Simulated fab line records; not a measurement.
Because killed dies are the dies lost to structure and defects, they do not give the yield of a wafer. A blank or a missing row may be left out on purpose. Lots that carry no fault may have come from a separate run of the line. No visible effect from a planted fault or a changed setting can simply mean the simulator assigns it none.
Problem report in the 8D (eight disciplines) form, filled by code	flow n5_finfet	the parts of the form that need people (team, actions taken, sign-off) are left out

1. WHAT WENT WRONG
At N5_BEOL_M6_CVD_78, run_length_s averages 107.3 s over 2 wafers from 2 lots, while fault-free wafers read 165.2 s, standard deviation 0.36. That is -99 or more standard deviations from the usual mean.
The step: deposits Co from CCTBA/H2, target thk 2 nm, time 142.3 s.
Seen first at day 13 12:31 on cvd_co-02, wafer L118.4. Wafers with a number at this step in the record: 33, from 13 lots. Rule for "out" (also "out of limits"): further than 4 standard deviations from the usual mean. The rest of the wafers with a number are treated as sound.

2. WHAT IT IS; WHAT IT IS NOT
question	is	is not
which readings at this step	run_length_s	-
which lots	L118, L120	L105, L106, L107, L108, L110, L111, L116, L122, L125, L126, L128
which wafers of those lots	L118.4, L120.5	L120.1, L120.3
read on which tools	cvd_co-02	cvd_co-01
when	from day 13 12:31	up to then (19 sound wafers); but 12 sound wafers of L120, L122, L125, L126, L128 came after

3. SUSPECTS, AND WHAT RULES EACH OUT
Counting: any tool at a process step up to the reading remains a suspect provided it ran every lot that is out. Sound lots after the first of them don't rule it out here, since some wafers of a struck lot are sound.
- cvd_co-02 at N5_BEOL_M6_CVD_78 (deposits Co from CCTBA/H2, target thk 2 nm, time 142.3 s): kept. It processed each lot that is out (first: L118, day 13 12:31); up to then, its last sound lot is L116 (day 12 08:23). On those wafers its own readings are out: run_length_s.
After counting, what remains is cvd_co-02 at N5_BEOL_M6_CVD_78.

4. THE CAUSE (what the simulator had put in)
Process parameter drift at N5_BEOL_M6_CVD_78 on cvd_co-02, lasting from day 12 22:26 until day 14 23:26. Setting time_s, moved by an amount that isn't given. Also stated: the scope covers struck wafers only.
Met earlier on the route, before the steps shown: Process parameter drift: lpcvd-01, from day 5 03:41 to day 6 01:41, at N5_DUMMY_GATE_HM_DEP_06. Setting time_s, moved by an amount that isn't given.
This tool alone remained once counting was done.

5. THE EFFECT CHAIN, in route order
Rows list readings where the struck wafers' mean (over those with a number) sits beyond 3 standard deviations from the usual. Readings are gone through only where the record gives a usual standard deviation; hours: the median, over the lots, of the time from a lot's start at the first step in this table giving one to that lot's start at this step; sigmas: the change measured in usual standard deviations.
hours	step	reading	usual	on struck wafers	change	sigmas
0	N5_BEOL_M6_CVD_78	run_length_s	165.2 s	107.3	-57.8	-99 or more
Its process steps:
- N5_BEOL_M6_CVD_78: deposits Co from CCTBA/H2, target thk 2 nm, time 142.3 s.

6. HOW IT WOULD HAVE BEEN CAUGHT EARLIER
In this record no reading fell out of limits until day 13 12:31, 14 hours after the fault had begun at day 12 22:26.
